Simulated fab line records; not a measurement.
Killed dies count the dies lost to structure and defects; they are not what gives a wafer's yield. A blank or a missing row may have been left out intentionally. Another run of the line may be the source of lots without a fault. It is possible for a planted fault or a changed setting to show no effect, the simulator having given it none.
fab line records + flow nand-harc
record
- lots=6
- wafers=18
- last-day=24
route steps=1159 shown A_CONTACT@928 END@1159
lots that met no fault: taken from a fault-free run of the same line
start-h: start of the lot's first displayed wafer, in hours after the record's first day + wait-h: how many hours have passed since the lot's step before this one + " as in the row above + L1.1+2: one row covering several wafers at once + - value missing, or start not given + * or withheld: withheld + < > ~ a bound
route shown NAME@n: NAME is a module with steps in the file, n the number in the route of the first one + usual: mean and standard deviation over wafers with no fault + same: alike in all rows + chamber/n: place in a boat + sites: readings site by site + _std_site: the values' standard deviation + _edge_site: inner sites' mean taken away from outer sites' mean + radius-mm: how far each site lies from the wafer's centre + mask NAME#n: copy n + behind: the most recent tool/chamber to have shaped the wafer + hold: why the lot went on hold/how many hours it stayed there/how the hold came to an end + device: whichever transistor did not switch (one of n, p or np) + end of line: the same wafers' tests at the end of the route + a step with no rows: only its recipe + killed: the dies lost at the first sort to structure and to defects; this is not the yield of the wafer + map: the dies of a wafer, with x for killed, . for not killed, _ for no die there
set.NAME: the setting the step ran with; set.NAME@STEP: the setting that earlier step ran with + model.NAME: the simulator's own value behind a step, which no gauge read
lots at selected steps of the route; one table per step, one row per wafer
services: the hour from which a tool's chamber was out of use, counted from the record's first day as start-h (under 0 if before that day), plus the number of hours and why
## steps
# step NHARC_A_CONTACT_COAT_87
# recipe
- temp-c=225
- time-s=65
# step NHARC_A_CONTACT_COAT_02
# recipe
- spin-rpm=1500
- resist-thk-nm=90
# step NHARC_A_CONTACT_SOFTBAKE_03
# recipe
- temp-c=105
- time-s=55
# step NHARC_A_CONTACT_EBR_04
# step NHARC_A_CONTACT_EXPOSE_05
# recipe
- na=1.35
- sigma-outer=0.8
- dose-mj=84.24
- mask-id=A_CC
# step NHARC_A_CONTACT_PEB_06
# recipe
- peb-temp-c=100
- peb-time-s=65
# step NHARC_A_CONTACT_DEVELOP_07
# recipe
- develop-time-s=35
- dev-temp-c=23
# step NHARC_A_CONTACT_CD_MEAS_08
# recipe
- target-cd-nm=100
- landing-energy-ev=500
# usual
- cd-nm=99.8/0.52
| lot.wafer | tool      | chamber | start-h | wait-h | cd-nm |
|-----------|-----------|---------|---------|--------|-------|
| L707.1    | cd-sem-01 | 0       | 394.99  | -      | 99.8  |
| L707.2    | "         | 0       | "       | "      | 99.5  |
| L707.3    | "         | 0       | "       | "      | 99.4  |
| L718.2    | cd-sem-01 | 0       | 452.89  | -      | 99.9  |
| L718.3    | "         | 0       | "       | "      | 100.0 |
| L718.6    | "         | 0       | "       | "      | 100.8 |
| L719.1    | cd-sem-02 | 0       | 462.09  | -      | 100.6 |
| L719.5    | "         | 0       | "       | "      | 100.1 |
| L719.6    | "         | 0       | "       | "      | 100.4 |
| L720.1    | cd-sem-02 | 0       | 463.05  | -      | 99.5  |
| L720.2    | "         | 0       | "       | "      | 99.9  |
| L720.6    | "         | 0       | "       | "      | 100.0 |
| L721.2    | cd-sem-03 | 0       | 480.15  | -      | 100.5 |
| L721.3    | "         | 0       | "       | "      | 100.1 |
| L721.4    | "         | 0       | "       | "      | 99.8  |
| L728.1    | cd-sem-02 | 0       | 517.50  | -      | 99.2  |
| L728.2    | "         | 0       | "       | "      | 99.4  |
| L728.4    | "         | 0       | "       | "      | 99.2  |
# step NHARC_A_CONTACT_OVL_MEAS_09
# usual
- overlay-x-nm=0.1/0.77
- overlay-y-nm=-0.1/0.79
| lot.wafer | tool       | chamber | start-h | wait-h | overlay-x-nm | overlay-y-nm |
|-----------|------------|---------|---------|--------|--------------|--------------|
| L707.1    | overlay-02 | -       | 395.08  | -      | 0.8          | 1.3          |
| L707.2    | "          | -       | "       | "      | 1.4          | 0.6          |
| L707.3    | "          | -       | "       | "      | 1.0          | 0.6          |
| L718.2    | overlay-01 | -       | 452.98  | -      | 0.7          | -0.5         |
| L718.3    | "          | -       | "       | "      | -0.5         | 0.0          |
| L718.6    | "          | -       | "       | "      | 0.0          | -0.5         |
| L719.1    | overlay-02 | -       | 462.18  | -      | -0.3         | -1.8         |
| L719.5    | "          | -       | "       | "      | 0.1          | -1.6         |
| L719.6    | "          | -       | "       | "      | -0.2         | -2.2         |
| L720.1    | overlay-02 | -       | 463.14  | -      | 0.3          | 0.6          |
| L720.2    | "          | -       | "       | "      | 0.1          | 0.6          |
| L720.6    | "          | -       | "       | "      | 0.3          | 0.2          |
| L721.2    | overlay-02 | -       | 480.24  | -      | -1.5         | 0.2          |
| L721.3    | "          | -       | "       | "      | -0.7         | 0.5          |
| L721.4    | "          | -       | "       | "      | -1.4         | -0.2         |
| L728.1    | overlay-02 | -       | 517.59  | -      | 0.3          | -0.9         |
| L728.2    | "          | -       | "       | "      | 0.6          | -0.7         |
| L728.4    | "          | -       | "       | "      | 0.6          | -0.4         |
# step NHARC_A_CONTACT_INSPECT_10
# usual
- raw-defect-count=29/16
| lot.wafer | tool              | chamber | start-h | wait-h | raw-defect-count |
|-----------|-------------------|---------|---------|--------|------------------|
| L707.1    | defect-inspect-01 | -       | 395.11  | 0.0    | 23               |
| L707.2    | "                 | -       | "       | "      | 13               |
| L707.3    | "                 | -       | "       | "      | 22               |
| L718.2    | defect-inspect-02 | -       | 453.02  | 0.0    | 10               |
| L718.3    | "                 | -       | "       | "      | 11               |
| L718.6    | "                 | -       | "       | "      | 10               |
| L719.1    | defect-inspect-01 | -       | 462.22  | 0.0    | 46               |
| L719.5    | "                 | -       | "       | "      | 52               |
| L719.6    | "                 | -       | "       | "      | 61               |
| L720.1    | defect-inspect-02 | -       | 463.17  | 0.0    | 11               |
| L720.2    | "                 | -       | "       | "      | 14               |
| L720.6    | "                 | -       | "       | "      | 15               |
| L721.2    | defect-inspect-01 | -       | 480.27  | 0.0    | 12               |
| L721.3    | "                 | -       | "       | "      | 16               |
| L721.4    | "                 | -       | "       | "      | 10               |
| L728.1    | defect-inspect-01 | -       | 517.63  | 0.0    | 8                |
| L728.2    | "                 | -       | "       | "      | 15               |
| L728.4    | "                 | -       | "       | "      | 9                |
# step NHARC_A_CONTACT_DESCUM_13
# recipe
- time-s=3
- o2-flow-sccm=200
- ar-flow-sccm=0
- bias-power-w=0
- chemistry=O2
# usual
- chamber-pressure-mTorr=60.00/0.049
- drypump-motor-current-A=5.7/0.53
- oes-product-au=0.999/0.0096
- rf-vpp-V=57.7/0.95
- showerhead-plenum-p-Torr=1.90/0.08
- throttle-valve-pct=11.310/0.0094
| lot.wafer | tool        | chamber | start-h | wait-h | chamber-pressure-mTorr | drypump-motor-current-A | oes-product-au | rf-hours-counter-h | rf-vpp-V | showerhead-plenum-p-Torr | throttle-valve-pct |
|-----------|-------------|---------|---------|--------|------------------------|-------------------------|----------------|--------------------|----------|--------------------------|--------------------|
| L707.1    | rie-diel-08 | 1       | 395.19  | 0.1    | 60.05                  | 6.6                     | 1.007          | 19                 | 56.4     | 1.85                     | 11.314             |
| L707.2    | "           | 2       | "       | "      | 59.93                  | 6.1                     | 1.012          | 17                 | 57.7     | 1.90                     | 11.301             |
| L707.3    | "           | 3       | "       | "      | 60.01                  | 5.2                     | 1.000          | 17                 | 57.9     | 1.81                     | 11.303             |
| L718.3    | rie-diel-05 | 1       | 453.09  | 0.1    | 59.98                  | 6.1                     | 0.995          | 38                 | 58.2     | 1.91                     | 11.318             |
| L718.2    | "           | 3       | "       | "      | 60.03                  | 5.0                     | 1.008          | 41                 | 59.6     | 1.97                     | 11.298             |
| L718.6    | "           | 1       | "       | "      | 59.98                  | 6.1                     | 0.995          | -                  | 58.5     | 1.91                     | 11.323             |
| L719.1    | rie-diel-08 | 1       | 462.28  | 0.1    | 60.01                  | 6.6                     | 0.998          | 33                 | 57.6     | 1.84                     | 11.314             |
| L719.5    | "           | 1       | "       | "      | 60.03                  | 6.6                     | 1.001          | -                  | 56.0     | 1.84                     | 11.312             |
| L719.6    | "           | 2       | "       | "      | 60.04                  | 6.0                     | 1.009          | -                  | 57.5     | 1.89                     | 11.305             |
| L720.1    | rie-diel-07 | 3       | 463.23  | 0.1    | 59.95                  | 5.7                     | 1.009          | 18                 | 59.0     | 2.05                     | 11.301             |
| L720.2    | "           | 2       | "       | "      | 59.94                  | 4.8                     | 1.008          | 18                 | 58.9     | 1.89                     | 11.311             |
| L720.6    | "           | 0       | "       | "      | 60.01                  | 5.3                     | 0.999          | -                  | 57.3     | 1.86                     | 11.315             |
| L721.4    | rie-diel-05 | 3       | 480.33  | 0.1    | 60.00                  | 5.0                     | 1.010          | 52                 | 58.3     | 1.96                     | 11.309             |
| L721.3    | "           | 1       | "       | "      | 59.96                  | 6.1                     | 1.012          | 51                 | 57.7     | 1.90                     | 11.324             |
| L721.2    | "           | 2       | "       | "      | 60.03                  | 6.3                     | 1.001          | 49                 | 57.1     | 2.04                     | 11.309             |
| L728.1    | rie-diel-07 | 2       | 517.82  | 0.2    | 60.01                  | 4.9                     | 0.984          | 38                 | 57.9     | 1.88                     | 11.315             |
| L728.4    | "           | 3       | "       | "      | 59.96                  | 5.7                     | 0.988          | 37                 | 56.1     | 2.04                     | 11.313             |
| L728.2    | "           | 1       | "       | "      | 59.94                  | 6.1                     | 1.000          | 36                 | 56.5     | 1.77                     | 11.317             |
# step NHARC_A_CONTACT_ETCH_88
# recipe
- target-depth-a=390
- over-etch-frac=0.3
- time-s=65
- ion-energy-ev=80
- cf4-flow-sccm=150
- ar-flow-sccm=0
- rf-w=300
- bias-w=100
- chemistry=CF4
# usual
- bias-w=100.0/0.31
- cf4-flow-sccm=150.0/0.43
- chamber-pressure-mTorr=50.01/0.042
- drypump-motor-current-A=5.7/0.53
- oes-product-au=1.000/0.011
- rf-vpp-V=151.1/1.1
- showerhead-plenum-p-Torr=1.76/0.07
- throttle-valve-pct=13.284/0.0093
# same
- over-etch-frac=0.3
| lot.wafer | tool        | chamber | start-h | wait-h | bias-w | cf4-flow-sccm | chamber-pressure-mTorr | drypump-motor-current-A | oes-product-au | rf-hours-counter-h | rf-vpp-V | showerhead-plenum-p-Torr | throttle-valve-pct |
|-----------|-------------|---------|---------|--------|--------|---------------|------------------------|-------------------------|----------------|--------------------|----------|--------------------------|--------------------|
| L707.1    | rie-diel-08 | 1       | 395.26  | 0.1    | 99.4   | 149.7         | 49.99                  | 6.6                     | 1.010          | 19                 | 151.3    | 1.71                     | 13.287             |
| L707.3    | "           | 2       | "       | "      | 99.7   | 149.9         | 50.06                  | 6.1                     | 1.008          | 17                 | 151.0    | 1.75                     | 13.279             |
| L707.2    | "           | 3       | "       | "      | 100.0  | 150.1         | 49.96                  | 5.2                     | 0.998          | 17                 | 150.7    | 1.68                     | 13.279             |
| L718.2    | rie-diel-05 | 3       | 453.16  | 0.1    | 99.9   | 150.4         | 50.00                  | 5.0                     | 1.014          | 41                 | 151.3    | 1.82                     | 13.283             |
| L718.3    | "           | 0       | "       | "      | 99.7   | 150.5         | 49.94                  | 5.3                     | 0.996          | 39                 | 152.0    | 1.86                     | 13.270             |
| L718.6    | "           | 3       | "       | "      | 99.7   | 150.5         | 50.01                  | 5.0                     | 1.006          | -                  | 150.5    | 1.82                     | 13.287             |
| L719.1    | rie-diel-08 | 3       | 462.47  | 0.2    | 99.9   | 148.7         | 50.07                  | 5.2                     | 0.985          | 30                 | 151.4    | 1.68                     | 13.288             |
| L719.6    | "           | 0       | "       | "      | 100.2  | 149.6         | 50.07                  | 5.6                     | 1.014          | -                  | 151.3    | 1.77                     | 13.273             |
| L719.5    | "           | 1       | "       | "      | 100.2  | 149.5         | 49.90                  | 6.6                     | 1.015          | -                  | 150.3    | 1.71                     | 13.284             |
| L720.1    | rie-diel-07 | 0       | 463.80  | 0.6    | 100.0  | 150.1         | 50.05                  | 5.3                     | 0.988          | 17                 | 150.8    | 1.72                     | 13.285             |
| L720.2    | "           | 1       | "       | "      | 99.9   | 149.2         | 50.01                  | 6.1                     | 1.011          | 17                 | 150.5    | 1.65                     | 13.289             |
| L720.6    | "           | 2       | "       | "      | 99.9   | 150.1         | 50.00                  | 4.9                     | 0.992          | -                  | 151.1    | 1.75                     | 13.288             |
| L721.4    | rie-diel-05 | 3       | 480.42  | 0.1    | 100.0  | 149.7         | 50.04                  | 5.0                     | 0.998          | 52                 | 152.9    | 1.81                     | 13.280             |
| L721.3    | "           | 0       | "       | "      | 100.3  | 150.2         | 50.01                  | 5.3                     | 1.011          | 52                 | 151.6    | 1.86                     | 13.291             |
| L721.2    | "           | 1       | "       | "      | 99.1   | 149.7         | 49.97                  | 6.1                     | 1.006          | 51                 | 150.9    | 1.76                     | 13.294             |
| L728.4    | rie-diel-07 | 0       | 517.93  | 0.1    | 100.3  | 150.2         | 49.98                  | 5.3                     | 1.004          | 35                 | 151.1    | 1.72                     | 13.284             |
| L728.2    | "           | 1       | "       | "      | 99.7   | 149.4         | 50.01                  | 6.0                     | 0.995          | 36                 | 149.8    | 1.65                     | 13.299             |
| L728.1    | "           | 2       | "       | "      | 99.4   | 150.2         | 49.97                  | 4.9                     | 0.995          | 38                 | 150.4    | 1.74                     | 13.268             |
# step NHARC_A_CONTACT_ETCH_89
# recipe
- target-depth-a=2600
- over-etch-frac=0.3
- time-s=475.3
- ion-energy-ev=200
- n2-flow-sccm=150
- h2-flow-sccm=150
- ar-flow-sccm=0
- rf-w=400
- bias-w=150
- chemistry=N2/H2
# usual
- bias-w=150.0/0.43
- chamber-pressure-mTorr=30.000/0.027
- drypump-motor-current-A=5.7/0.52
- oes-product-au=0.998/0.01
- over-etch-frac=0.3/0
- rf-vpp-V=430.0/2.6
- showerhead-plenum-p-Torr=2.02/0.087
- throttle-valve-pct=14.172/0.0086
| lot.wafer | tool        | chamber | start-h | wait-h | bias-w | chamber-pressure-mTorr | drypump-motor-current-A | oes-product-au | over-etch-frac | rf-hours-counter-h | rf-vpp-V | showerhead-plenum-p-Torr | throttle-valve-pct |
|-----------|-------------|---------|---------|--------|--------|------------------------|-------------------------|----------------|----------------|--------------------|----------|--------------------------|--------------------|
| L707.2    | rie-diel-08 | 1       | 395.39  | -      | 149.7  | 29.906                 | 6.5                     | 0.994          | 0.3            | 19                 | 428.4    | 1.97                     | 14.175             |
| L707.3    | "           | 2       | "       | "      | 150.0  | 30.018                 | 6.1                     | 1.020          | 0.3            | 17                 | 429.3    | 2.02                     | 14.177             |
| L707.1    | "           | 3       | "       | "      | 150.4  | 30.007                 | 5.2                     | 1.002          | 0.3            | 17                 | 426.9    | 1.92                     | 14.180             |
| L718.2    | rie-diel-05 | 3       | 453.25  | -      | 149.4  | 29.999                 | 5.0                     | 1.009          | 0.3            | 41                 | 432.4    | 2.10                     | 14.176             |
| L718.3    | "           | 0       | "       | "      | 150.0  | 29.980                 | 5.3                     | 1.001          | 0.3            | 39                 | 434.7    | 2.16                     | 14.168             |
| L718.6    | "           | 3       | "       | "      | 149.9  | 30.022                 | 5.0                     | 0.994          | 0.3            | -                  | 434.0    | 2.10                     | 14.178             |
| L719.1    | rie-diel-08 | 2       | 462.61  | -      | -      | -                      | -                       | -              | -              | -                  | -        | -                        | -                  |
| L719.6    | "           | 0       | "       | "      | -      | -                      | -                       | -              | -              | -                  | -        | -                        | -                  |
| L719.5    | "           | 1       | "       | "      | -      | -                      | -                       | -              | -              | -                  | -        | -                        | -                  |
| L720.1    | rie-diel-07 | 3       | 463.94  | -      | -      | -                      | -                       | -              | -              | -                  | -        | -                        | -                  |
| L720.2    | "           | 0       | "       | "      | -      | -                      | -                       | -              | -              | -                  | -        | -                        | -                  |
| L720.6    | "           | 1       | "       | "      | -      | -                      | -                       | -              | -              | -                  | -        | -                        | -                  |
| L721.4    | rie-diel-05 | 3       | 480.51  | -      | 150.9  | 29.996                 | 5.0                     | 0.993          | 0.3            | 52                 | 433.4    | 2.10                     | 14.173             |
| L721.3    | "           | 0       | "       | "      | 150.2  | 30.038                 | 5.3                     | 0.999          | 0.3            | 52                 | 433.0    | 2.15                     | 14.174             |
| L721.2    | "           | 2       | "       | "      | 150.2  | 30.041                 | 6.3                     | 0.986          | 0.3            | 49                 | 435.0    | 2.18                     | 14.170             |
| L728.2    | rie-diel-07 | 0       | 518.14  | -      | 150.3  | 30.007                 | 5.3                     | 0.987          | 0.3            | 35                 | 429.2    | 1.97                     | 14.175             |
| L728.1    | "           | 2       | "       | "      | 149.7  | 29.978                 | 4.9                     | 0.990          | 0.3            | 39                 | 430.6    | 2.01                     | 14.182             |
| L728.4    | "           | 3       | "       | "      | 150.3  | 29.967                 | 5.7                     | 0.984          | 0.3            | 37                 | 435.6    | 2.18                     | 14.165             |
# step NHARC_A_CONTACT_ETCH_30
# recipe
- target-depth-a=605
- time-s=30.2
- cf4-flow-sccm=100
- chf3-flow-sccm=30
- ar-flow-sccm=0
- rf-w=500
- bias-w=200
- chemistry=CF4/CHF3
# usual
- bias-w=200.1/0.59
- cf4-flow-sccm=100.04/0.28
- chamber-pressure-mTorr=25.00/0.04
- chf3-flow-sccm=30.00/0.098
- drypump-motor-current-A=5.7/0.52
- oes-product-au=0.930/0.016
- rf-vpp-V=370.2/2.3
- showerhead-plenum-p-Torr=1.56/0.062
- throttle-valve-pct=16.802/0.0089
| lot.wafer | tool        | chamber | start-h | wait-h | bias-w | cf4-flow-sccm | chamber-pressure-mTorr | chf3-flow-sccm | drypump-motor-current-A | oes-product-au | rf-hours-counter-h | rf-vpp-V | showerhead-plenum-p-Torr | throttle-valve-pct |
|-----------|-------------|---------|---------|--------|--------|---------------|------------------------|----------------|-------------------------|----------------|--------------------|----------|--------------------------|--------------------|
| L707.2    | rie-diel-08 | 3       | -       | -      | 199.4  | 100.24        | 25.01                  | 30.20          | 5.2                     | 0.920          | 17                 | 367.5    | 1.49                     | 16.797             |
| L707.3    | "           | 1       | "       | "      | 200.2  | 100.15        | 25.00                  | 29.98          | 6.5                     | 0.927          | 19                 | 369.8    | 1.52                     | 16.798             |
| L707.1    | "           | 2       | "       | "      | 200.0  | 100.61        | 25.03                  | 29.85          | 6.1                     | 0.929          | 17                 | 371.1    | 1.56                     | 16.801             |
| L718.3    | rie-diel-05 | 3       | -       | -      | 200.2  | 100.42        | 24.99                  | 30.28          | 5.0                     | 0.931          | 41                 | 372.6    | 1.62                     | 16.801             |
| L718.2    | "           | 1       | "       | "      | 199.2  | 100.32        | 24.97                  | 30.07          | 6.1                     | 0.927          | 38                 | 370.5    | 1.57                     | 16.803             |
| L718.6    | "           | 0       | "       | "      | 199.3  | 100.07        | 25.01                  | 30.01          | 5.3                     | 0.929          | -                  | 372.4    | 1.66                     | 16.805             |
| L719.1    | rie-diel-08 | 3       | -       | -      | 201.3  | 100.05        | 24.99                  | 29.93          | 5.2                     | 0.924          | 30                 | 367.6    | 1.49                     | 16.805             |
| L719.5    | "           | 3       | "       | "      | 200.5  | 100.39        | 24.99                  | 29.99          | 5.2                     | 0.917          | -                  | 367.9    | 1.49                     | 16.796             |
| L719.6    | "           | 0       | "       | "      | 200.5  | 99.62         | 24.99                  | 29.99          | 5.6                     | 0.933          | -                  | 371.7    | 1.58                     | 16.816             |
| L720.1    | rie-diel-07 | 3       | -       | -      | 199.7  | 100.12        | 24.98                  | 29.96          | 5.7                     | 0.922          | 18                 | 375.6    | 1.68                     | 16.807             |
| L720.2    | "           | 0       | "       | "      | 199.1  | 99.94         | 24.99                  | 29.86          | 5.3                     | 0.917          | 17                 | 369.6    | 1.53                     | 16.822             |
| L720.6    | "           | 2       | "       | "      | 200.0  | 99.88         | 24.99                  | 30.09          | 4.9                     | 0.931          | -                  | 368.6    | 1.56                     | 16.796             |
| L721.2    | rie-diel-05 | 2       | -       | -      | 200.7  | 99.69         | 25.00                  | 30.01          | 6.3                     | 0.927          | 50                 | 374.3    | 1.67                     | 16.802             |
| L721.4    | "           | 0       | "       | "      | 201.4  | 100.19        | 25.01                  | 29.91          | 5.3                     | 0.932          | 52                 | 372.3    | 1.65                     | 16.817             |
| L721.3    | "           | 1       | "       | "      | 199.5  | 99.95         | 25.00                  | 29.91          | 6.1                     | 0.933          | 51                 | 369.6    | 1.56                     | 16.811             |
| L728.4    | rie-diel-07 | 2       | -       | -      | 200.3  | 99.89         | 25.03                  | 30.01          | 4.9                     | 0.917          | 39                 | 369.8    | 1.55                     | 16.809             |
| L728.1    | "           | 3       | "       | "      | 198.9  | 100.28        | 24.99                  | 30.03          | 5.6                     | 0.908          | 38                 | 373.3    | 1.67                     | 16.800             |
| L728.2    | "           | 0       | "       | "      | 200.0  | 99.88         | 24.95                  | 30.23          | 5.3                     | 0.921          | 35                 | 368.4    | 1.53                     | 16.801             |
# step NHARC_END_SORT_01
# recipe
- temp-c=25
# usual
- killed-at-array=27/12
- killed-at-other=0.8/1
- killed-at-periphery=4.0/2.5
- killed-dies=32/11
- killed-open=3.3/1.8
- killed-short=2.0/1.5
# same
- gross-dies=677
| lot.wafer | tool      | chamber | start-h | wait-h | killed-at-array | killed-at-other | killed-at-periphery | killed-dies | killed-open | killed-short |
|-----------|-----------|---------|---------|--------|-----------------|-----------------|---------------------|-------------|-------------|--------------|
| L719.1    | prober-02 | 0       | 512.84  | 2.6    | 671             | 1               | 5                   | 677         | 5           | 3            |
| L719.5    | prober-02 | 0       | 516.07  | 3.7    | 673             | 0               | 4                   | 677         | 8           | 1            |
| L719.6    | prober-02 | 0       | 516.88  | 4.0    | 674             | 0               | 3                   | 677         | 5           | 2            |
| L720.1    | prober-01 | 0       | 533.07  | 2.5    | 673             | 2               | 2                   | 677         | 3           | 2            |
| L720.2    | prober-01 | 0       | 533.87  | 2.8    | 674             | 2               | 1                   | 677         | 5           | 2            |
| L720.6    | prober-01 | 0       | 537.10  | 4.0    | 673             | 2               | 2                   | 677         | 2           | 2            |
# killed by level:class
L719.1 A_CONTACT:area-etch=633 A_CHANNEL_HOLE_D1:chamber-film-flake=13 A_SLIT:chamber-film-flake=9 P_M0:chamber-film-flake=3 A_STAIRCASE:chamber-film-flake=3 A_WL_FILL:chamber-film-flake=3 A_CONTACT:chamber-film-flake=3 P_M0:geometric-particle:short=1
L719.5 A_CONTACT:area-etch=630 A_CHANNEL_HOLE_D1:chamber-film-flake=16 A_SLIT:chamber-film-flake=16 A_BLC:geometric-particle:open=3 A_STAIRCASE:chamber-film-flake=3 A_CONTACT:geometric-particle:open=2 P_CONTACT:geometric-particle:open=1 P_M1:geometric-particle:open=1
L719.6 A_CONTACT:area-etch=626 A_CHANNEL_HOLE_D1:chamber-film-flake=20 A_SLIT:chamber-film-flake=15 A_STAIRCASE:chamber-film-flake=5 A_CONTACT:chamber-film-flake=3 P_M1:geometric-particle:open=2 P_M0:geometric-particle:open=1 A_ONON_D1:geometric-particle:short=1
L720.1 A_CONTACT:area-etch=659 A_CHANNEL_HOLE_D1:chamber-film-flake=5 A_STAIRCASE:chamber-film-flake=2 A_CONTACT:chamber-film-flake=2 THIN_TSV:chamber-film-flake=2 P_GATE:geometric-particle:short=1 A_CHANNEL_HOLE_D1:geometric-particle:open=1 A_M0:geometric-particle:short=1
L720.2 A_CONTACT:area-etch=656 A_CHANNEL_HOLE_D1:chamber-film-flake=6 A_CHANNEL_FILL_D1:geometric-particle:open=2 A_CHANNEL_FILL_D1:chamber-film-flake=2 HYBRID_BOND:chamber-film-flake=2 A_SGD_CUT:geometric-particle:short=1 A_WL_FILL:geometric-particle:short=1 A_WL_FILL:geometric-particle:open=1
L720.6 A_CONTACT:area-etch=660 A_CHANNEL_HOLE_D1:chamber-film-flake=5 A_CHANNEL_FILL_D1:chamber-film-flake=2 A_CONTACT:chamber-film-flake=2 P_GATE:geometric-particle:open=1 A_ONON_D1:geometric-particle:short=1 A_CONTACT:geometric-particle:short=1 A_M0:geometric-particle:open=1
# map L719.1 (x killed, . not)
____________x____________
_________xxxxxxx_________
_______xxxxxxxxxxx_______
______xxxxxxxxxxxxx______
_____xxxxxxxxxxxxxxx_____
____xxxxxxxxxxxxxxxxx____
____xxxxxxxxxxxxxxxxx____
___xxxxxxxxxxxxxxxxxxx___
___xxxxxxxxxxxxxxxxxxx___
__xxxxxxxxxxxxxxxxxxxxx__
__xxxxxxxxxxxxxxxxxxxxx__
_xxxxxxxxxxxxxxxxxxxxxxx_
_xxxxxxxxxxxxxxxxxxxxxxx_
_xxxxxxxxxxxxxxxxxxxxxxx_
_xxxxxxxxxxxxxxxxxxxxxxx_
_xxxxxxxxxxxxxxxxxxxxxxx_
xxxxxxxxxxxxxxxxxxxxxxxxx
xxxxxxxxxxxxxxxxxxxxxxxxx
xxxxxxxxxxxxxxxxxxxxxxxxx
xxxxxxxxxxxxxxxxxxxxxxxxx
xxxxxxxxxxxxxxxxxxxxxxxxx
_xxxxxxxxxxxxxxxxxxxxxxx_
_xxxxxxxxxxxxxxxxxxxxxxx_
_xxxxxxxxxxxxxxxxxxxxxxx_
_xxxxxxxxxxxxxxxxxxxxxxx_
_xxxxxxxxxxxxxxxxxxxxxxx_
__xxxxxxxxxxxxxxxxxxxxx__
__xxxxxxxxxxxxxxxxxxxxx__
___xxxxxxxxxxxxxxxxxxx___
___xxxxxxxxxxxxxxxxxxx___
____xxxxxxxxxxxxxxxxx____
____xxxxxxxxxxxxxxxxx____
_____xxxxxxxxxxxxxxx_____
______xxxxxxxxxxxxx______
_______xxxxxxxxxxx_______
_________xxxxxxx_________
____________x____________
# map L720.1 (x killed, . not)
____________x____________
_________xxxxxxx_________
_______xxxxxxxxxxx_______
______xxxxxxxxxxxxx______
_____xxxxxxxxxxxxxxx_____
____xxxxxxxxxxxxxxxxx____
____xxxxxxxxxxxxxxxxx____
___xxxxxxxxxxxxxxxxxxx___
___xxxxxxxxxxxxxxxxxxx___
__xxxxxxxxxxxxxxxxxxxxx__
__xxxxxxxxxxxxxxxxxxxxx__
_xxxxxxxxxxxxxxxxxxxxxxx_
_xxxxxxxxxxxxxxxxxxxxxxx_
_xxxxxxxxxxxxxxxxxxxxxxx_
_xxxxxxxxxxxxxxxxxxxxxxx_
_xxxxxxxxxxxxxxxxxxxxxxx_
xxxxxxxxxxxxxxxxxxxxxxxxx
xxxxxxxxxxxxxxxxxxxxxxxxx
xxxxxxxxxxxxxxxxxxxxxxxxx
xxxxxxxxxxxxxxxxxxxxxxxxx
xxxxxxxxxxxxxxxxxxxxxxxxx
_xxxxxxxxxxxxxxxxxxxxxxx_
_xxxxxxxxxxxxxxxxxxxxxxx_
_xxxxxxxxxxxxxxxxxxxxxxx_
_xxxxxxxxxxxxxxxxxxxxxxx_
_xxxxxxxxxxxxxxxxxxxxxxx_
__xxxxxxxxxxxxxxxxxxxxx__
__xxxxxxxxxxxxxxxxxxxxx__
___xxxxxxxxxxxxxxxxxxx___
___xxxxxxxxxxxxxxxxxxx___
____xxxxxxxxxxxxxxxxx____
____xxxxxxxxxxxxxxxxx____
_____xxxxxxxxxxxxxxx_____
______xxxxxxxxxxxxx______
_______xxxxxxxxxxx_______
_________xxxxxxx_________
____________x____________
## services
| tool        | chamber | start-h | hours | kind       |
|-------------|---------|---------|-------|------------|
| rie-diel-05 | 0       | 374.27  | -     | clean      |
| rie-diel-05 | 1       | 374.27  | -     | clean      |
| rie-diel-05 | 2       | 374.27  | -     | clean      |
| rie-diel-05 | 3       | 374.27  | -     | clean      |
| rie-diel-08 | 3       | 375.86  | 2.3   | repair     |
| rie-diel-08 | 0       | 384.60  | -     | clean      |
| rie-diel-08 | 1       | 384.60  | -     | clean      |
| rie-diel-08 | 2       | 384.60  | -     | clean      |
| rie-diel-08 | 3       | 384.60  | -     | clean      |
| rie-diel-07 | 0       | 384.94  | -     | clean      |
| rie-diel-07 | 1       | 384.94  | -     | clean      |
| rie-diel-07 | 2       | 384.94  | -     | clean      |
| rie-diel-07 | 3       | 384.94  | -     | clean      |
| rie-diel-05 | 0       | 394.89  | 4.7   | repair     |
| rie-diel-07 | 3       | 395.32  | 2.2   | repair     |
| rie-diel-05 | 1       | 399.02  | -     | clean      |
| rie-diel-05 | 2       | 399.02  | -     | clean      |
| rie-diel-05 | 3       | 399.02  | -     | clean      |
| rie-diel-07 | -       | 405.70  | 9.0   | pm         |
| rie-diel-07 | 0       | 405.70  | 9.0   | vent-cycle |
| rie-diel-07 | -       | 477.77  | 0.5   | repair     |
| rie-diel-08 | -       | 478.80  | 9.0   | pm         |
| rie-diel-08 | 0       | 511.88  | 5.2   | repair     |
| rie-diel-05 | -       | 517.63  | 9.0   | pm         |
## key
first-sign
- step=NHARC_A_CONTACT_ETCH_89
- reading=tool-record
- direction=missing
effect
- step=NHARC_END_SORT_01
- reading=killed-dies
- direction=up
- sigmas=58
- usual=32
- struck=677
more-kills-born-at
- NHARC_A_CONTACT_ETCH_89@rie-diel-07=1975
- NHARC_A_CONTACT_ETCH_89@rie-diel-08=1890
met-at NHARC_A_CONTACT_ETCH_89
struck-wafers L719.1,L719.5,L719.6,L720.1,L720.2,L720.6
later-rows-left-out L719.1,L719.5,L719.6,L720.1,L720.2,L720.6
tester-left-out L719,L720
onset-between 395.39 462.61
fault
- kind=skipped-step-whole
- tool=rie-diel-07,rie-diel-08
- chamber=-
- onset-h=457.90
- steps=NHARC_A_CONTACT_ETCH_89
- scope=struck-lots-only
# tester-left-out: of these lots the tester's yield and bins aren't shown, on N5 and GAA mostly nor the transistor test; their killed dies are dies lost to structure and defects alone, not to doping, threshold or leakage, so they don't give the yield
# later-rows-left-out: the simulator's readings of these wafers behind a module that went badly wrong aren't trusted and aren't shown, but for the sort
